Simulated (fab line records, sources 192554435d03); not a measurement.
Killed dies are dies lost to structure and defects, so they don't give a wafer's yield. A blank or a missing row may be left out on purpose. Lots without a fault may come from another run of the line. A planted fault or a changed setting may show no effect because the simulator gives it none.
One fault seen from 2 desks | flow n5_finfet | each desk has only its own numbers; what lay behind them comes last

THE TOOL OWNER'S DESK: rie_diel-04
The tool's own readings at N5_BEOL_M7_VIA_ETCH_34 (etches SiCOH lowk in C4F6/O2, target depth 125.5 nm, time 50.5 s): means of the sampled wafers that have a number, for each lot that ran on this tool. A lot is out of limits, marked OUT, if its mean lies more than 4 standard deviations from the usual mean; the brackets give that distance.
Columns: A = drypump_motor_current_A at N5_BEOL_M7_VIA_ETCH_34, usual 5.9 A; B = oes_f_703_au at N5_BEOL_M7_VIA_ETCH_34, usual 0.79 a.u.; C = oes_product_au at N5_BEOL_M7_VIA_ETCH_34, usual 0.79 a.u.; D = rf_vpp_V at N5_BEOL_M7_VIA_ETCH_34, usual 667 V; E = run_length_s at N5_BEOL_M7_VIA_ETCH_34, usual 73.9 s; F = showerhead_plenum_p_Torr at N5_BEOL_M7_VIA_ETCH_34, usual 2.82 Torr; G = throttle_valve_pct at N5_BEOL_M7_VIA_ETCH_34, usual 20.88 %
lot  | first seen here | A   | B    | C    | D   | E              | F    | G
L622 | day 10 19:35    | 6.0 | 0.82 | 0.83 | 660 | 73.4           | 2.72 | 20.78
L624 | day 12 02:01    | 6.0 | 0.78 | 0.79 | 669 | 74.2           | 2.74 | 20.62
L627 | day 12 06:50    | 5.9 | 0.80 | 0.81 | 660 | 73.4           | 2.72 | 20.81
L637 | day 14 22:23    | 5.9 | 0.72 | 0.73 | 659 | 79.3 (+11) OUT | 2.69 | 20.89
L638 | day 15 00:57    | 6.1 | 0.78 | 0.79 | 669 | 82.8 (+19) OUT | 2.75 | 20.62
This desk's finding: out of limits on L637, L638; first on L637, day 14 22:23 (run_length_s at N5_BEOL_M7_VIA_ETCH_34). In limits: L622, L624, L627.

THE DEFECT DESK
What the inspections along the route counted, lot by lot: means of the sampled wafers that have a number. A lot is out of limits, marked OUT, if its mean lies more than 4 standard deviations from the usual mean; the brackets give that distance.
Columns: A = raw_defect_count at N5_BEOL_M7_INSPECT_30, usual 407
lot  | first seen here | A
L622 | day 10 18:45    | 366
L624 | day 12 01:49    | 485
L627 | day 12 06:14    | 340
L628 | day 12 10:37    | 353
L629 | day 12 20:22    | 399
L640 | day 14 22:07    | 381
L637 | day 14 22:10    | 344
L638 | day 15 00:40    | 372
L641 | day 16 04:19    | 431
L642 | day 16 10:08    | 422
This desk's finding: nothing out of limits on any of the 10 lots.

PUT TOGETHER
The tool owner's desk could have raised an alarm at day 14 22:23, on L637, L638.
The defect desk saw nothing out of limits.
The defect desk has L637, L638 on record, within its limits.
Of the lots named, all ran N5_BEOL_M7_VIA_ETCH_34 on rie_diel-04.

WHAT THE SIMULATOR HAD PUT IN
Process parameter drift: rie_diel-04, from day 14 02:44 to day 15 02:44, at N5_BEOL_M7_VIA_ETCH_34. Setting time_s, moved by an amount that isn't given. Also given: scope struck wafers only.
Lots struck among those shown: L637, L638.
Hours from the fault's start to each desk's first reading out of limits: the tool owner's desk, 20.
